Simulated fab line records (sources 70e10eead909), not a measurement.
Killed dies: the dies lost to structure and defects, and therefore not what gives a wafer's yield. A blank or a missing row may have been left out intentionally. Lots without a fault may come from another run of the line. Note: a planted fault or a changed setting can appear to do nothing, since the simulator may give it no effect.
Chamber matching ; flow nand_harc ; NHARC_A_M1_CMP_23 on cmp-04 has 4 sister chambers
The step polishes, t overpolish 20 s, target thk 154.34 nm. 14 wafers are shown with their chamber, then 7 later ones without.

== WAFERS PAIRED WITH THEIR CHAMBERS ==
wafer;chamber;motor_current_A (A);time_to_endpoint_s (s)
L077.4;2;13.2;33.9
L077.5;0;10.6;31.6
L077.6;3;13.9;31.1
L078.3;3;13.9;29.1
L078.5;3;13.4;30.2
L078.6;2;13.5;34.6
L080.4;0;11.3;26.4
L080.5;2;12.9;30.7
L080.6;3;14.3;28.0
L084.2;3;13.9;26.7
L084.3;1;12.7;28.6
L084.6;3;13.7;26.7
L089.2;0;12.2;28.9
L089.4;3;13.5;26.8

SIGNATURES (averages over the wafers above)
reading;chamber 0;chamber 1;chamber 2;chamber 3;scatter within a chamber
motor_current_A;11.367;12.700;13.200;13.800;0.448
time_to_endpoint_s;28.967;28.600;33.067;28.371;2.04
Rule: for a wafer and a chamber, the distance is found by dividing, reading by reading, the gap between the wafer's reading and the chamber's mean by the reading's scatter, squaring, summing and taking the root. If the next closest chamber is less than 2 further off than the closest, the wafer can't be placed; otherwise it belongs to the closest. The scatter: take each reading less its chamber's mean, square it, sum over the shown wafers, divide by the number of wafers less the number of chambers, and take the root.

== WAFERS WITH NO CHAMBER GIVEN ==
wafer;motor_current_A (A);time_to_endpoint_s (s)
L089.6;11.4;30.3
L093.1;12.5;27.2
L093.2;13.3;24.2
L093.4;12.8;26.4
L095.3;12.6;31.1
L095.4;13.2;23.5
L095.6;14.0;28.8

== WHICH CHAMBER EACH WENT THROUGH ==
wafer;from the rows above;in truth
L089.6;0;0
L093.1;can't be placed: 1 or 0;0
L093.2;can't be placed: 3 or 1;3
L093.4;can't be placed: 1 or 3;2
L095.3;can't be placed: 1 or 2 or 0 or 3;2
L095.4;can't be placed: 1 or 3 or 2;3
L095.6;3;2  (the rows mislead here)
Correct placement for 1 of the 7. Cannot be placed on the basis of these rows: 5; the candidates contain the true chamber in 4. Number placed wrongly: 1.
